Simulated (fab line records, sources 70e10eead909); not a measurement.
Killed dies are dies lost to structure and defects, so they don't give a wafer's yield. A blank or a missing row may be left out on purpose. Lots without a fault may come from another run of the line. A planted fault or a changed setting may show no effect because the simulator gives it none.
Chamber matching | flow nand_harc | NHARC_P_STI_DESCUM_14 on rie_diel-06: 4 sister chambers
The step chemistry O2, time 3 s. 8 wafers are shown with their chamber, then 10 later ones without.

WAFERS WITH THEIR CHAMBER
wafer  | chamber | drypump_motor_current_A (A) | oes_product_au (a.u.)
L078.1 | 1       | 5.5                         | 1.001
L079.5 | 2       | 5.6                         | 1.018
L079.6 | 1       | 5.4                         | 1.000
L084.1 | 2       | 5.6                         | 0.987
L084.2 | 0       | 5.2                         | 0.995
L084.6 | 3       | 5.5                         | 1.011
L085.2 | 3       | 5.5                         | 1.001
L085.3 | 0       | 5.2                         | 0.993

WAFERS WITHOUT THEIR CHAMBER
wafer  | drypump_motor_current_A (A) | oes_product_au (a.u.)
L085.6 | 5.2                         | 0.993
L089.2 | 5.4                         | 1.008
L089.5 | 5.2                         | 0.994
L089.6 | 5.5                         | 0.998
L092.1 | 5.6                         | 0.998
L092.2 | 5.1                         | 1.001
L092.4 | 5.4                         | 1.017
L094.1 | 5.4                         | 1.007
L094.4 | 5.5                         | 0.997
L094.5 | 5.5                         | 1.002

WHICH CHAMBER EACH WENT THROUGH
wafer  | from the rows above     | in truth
L085.6 | 0                       | 0
L089.2 | can't be placed: 1 or 3 | 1
L089.5 | 0                       | 0
L089.6 | can't be placed: 3 or 1 | 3
L092.1 | 2                       | 2
L092.2 | 0                       | 0
L092.4 | can't be placed: 1 or 3 | 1
L094.1 | can't be placed: 1 or 3 | 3
L094.4 | can't be placed: 3 or 1 | 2
L094.5 | can't be placed: 3 or 1 | 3
Placed correctly: 4 of 10. Can't be placed from these rows: 6 (the true chamber is among the candidates in 5). Placed wrongly: 0.
How it was worked out, from the rows above alone: a wafer's distance from a chamber is the root of the sum, over the readings, of the square of ((its reading less the chamber's mean) divided by the reading's scatter). The wafer belongs to the nearest chamber; if the next one is less than 2 further off, it can't be placed. A chamber's mean is the mean of its shown wafers. The scatter: the root of (the sum of the squares of (reading less its chamber's mean) over the shown wafers, divided by (wafers less chambers)).
